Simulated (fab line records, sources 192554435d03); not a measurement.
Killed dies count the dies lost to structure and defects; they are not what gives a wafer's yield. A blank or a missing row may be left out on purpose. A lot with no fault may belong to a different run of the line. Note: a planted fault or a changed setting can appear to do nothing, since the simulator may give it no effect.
Matching of chambers | flow n5-finfet | N5_BEOL_M6_CMP_52 on cmp-01: 4 sister chambers
The step polishes, stops on SiCOH lowk, t overpolish 6.9 s, target thk 80 nm. 22 wafers are shown with their chamber, then 11 later ones without.

== EACH WAFER AND ITS CHAMBER ==
wafer  | chamber | motor-current-A (A) | retaining-ring-pressure-frac | time-to-endpoint-s (s)
L074.1 | 1       | 5.8                 | 1.005                        | 59.2
L074.5 | 0       | 6.6                 | 0.999                        | 64.5
L074.6 | 1       | 6.2                 | 0.999                        | 66.8
L075.1 | 3       | 5.2                 | 1.000                        | 64.8
L075.2 | 0       | 6.8                 | 0.990                        | 66.2
L075.4 | 1       | 5.9                 | 0.998                        | 65.8
L080.1 | 1       | 5.5                 | 1.003                        | 63.2
L080.3 | 3       | 5.7                 | 1.003                        | 63.3
L080.4 | 2       | 7.5                 | 1.005                        | 66.7
L081.2 | 1       | 6.0                 | 1.000                        | 63.0
L081.4 | 0       | 6.9                 | 0.994                        | 63.3
L081.6 | 1       | 6.0                 | 0.997                        | 61.6
L084.1 | 3       | 5.5                 | 0.998                        | 60.5
L084.2 | 2       | 7.6                 | 1.001                        | 63.1
L084.4 | 0       | 7.1                 | 0.995                        | 62.8
L086.1 | 3       | 5.6                 | 0.996                        | 58.4
L086.3 | 1       | 5.5                 | 0.993                        | 59.2
L086.4 | 0       | 6.5                 | 1.000                        | 57.9
L087.3 | 0       | 6.7                 | 0.999                        | 61.6
L087.5 | 1       | 5.8                 | 1.008                        | 65.2
L087.6 | 2       | 7.7                 | 1.000                        | 65.3
L089.1 | 2       | 7.6                 | 1.000                        | 62.5

SIGNATURES, as means of the wafers listed above
reading                      | chamber 0 | chamber 1 | chamber 2 | chamber 3 | scatter within a chamber
motor-current-A              | 6.767     | 5.838     | 7.600     | 5.500     | 0.212
retaining-ring-pressure-frac | 0.99617   | 1.00038   | 1.00150   | 0.99925   | 0.00393
time-to-endpoint-s           | 62.717    | 63.000    | 64.400    | 61.750    | 2.73
Rule: a wafer's distance from a chamber is the root of the sum, over the readings, of the square of ((its reading less the chamber's mean) divided by the reading's scatter). The wafer belongs to the nearest chamber; if the next one is less than 2 further off, it can't be placed. The scatter is the square root of a quotient: the sum, over the shown wafers, of each reading's squared deviation from its chamber's mean, divided by wafers minus chambers.

== WAFERS WITHOUT THEIR CHAMBER ==
wafer  | motor-current-A (A) | retaining-ring-pressure-frac | time-to-endpoint-s (s)
L089.4 | 5.7                 | 0.994                        | 59.9
L089.6 | 7.0                 | 0.997                        | 60.6
L093.1 | 5.4                 | 0.994                        | 65.1
L093.4 | 7.0                 | 1.007                        | 58.0
L093.6 | 6.9                 | 1.000                        | 61.8
L094.1 | 6.3                 | 1.003                        | 58.3
L094.2 | 7.0                 | 0.998                        | 56.4
L094.3 | 5.8                 | 0.994                        | 58.7
L096.1 | 5.5                 | 1.001                        | 63.4
L096.3 | 5.9                 | 0.995                        | 60.8
L096.5 | 5.8                 | 0.996                        | 62.2

== THE CHAMBER EACH PASSED THROUGH ==
wafer  | from the rows above          | in truth
L089.4 | can't be placed: 3 or 1      | 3
L089.6 | can't be placed: 0 or 2      | 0
L093.1 | can't be placed: 3 or 1      | 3
L093.4 | can't be placed: 0 or 2      | 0
L093.6 | 0                            | 0
L094.1 | can't be placed: 1 or 0 or 3 | 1
L094.2 | can't be placed: 0 or 2      | 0
L094.3 | can't be placed: 3 or 1      | 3
L096.1 | can't be placed: 3 or 1      | 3
L096.3 | can't be placed: 1 or 3      | 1
L096.5 | can't be placed: 1 or 3      | 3
1 of 11 placed correctly. Not placeable from these rows: 10 (in 10, the candidates include the true chamber). Placed wrongly: 0.
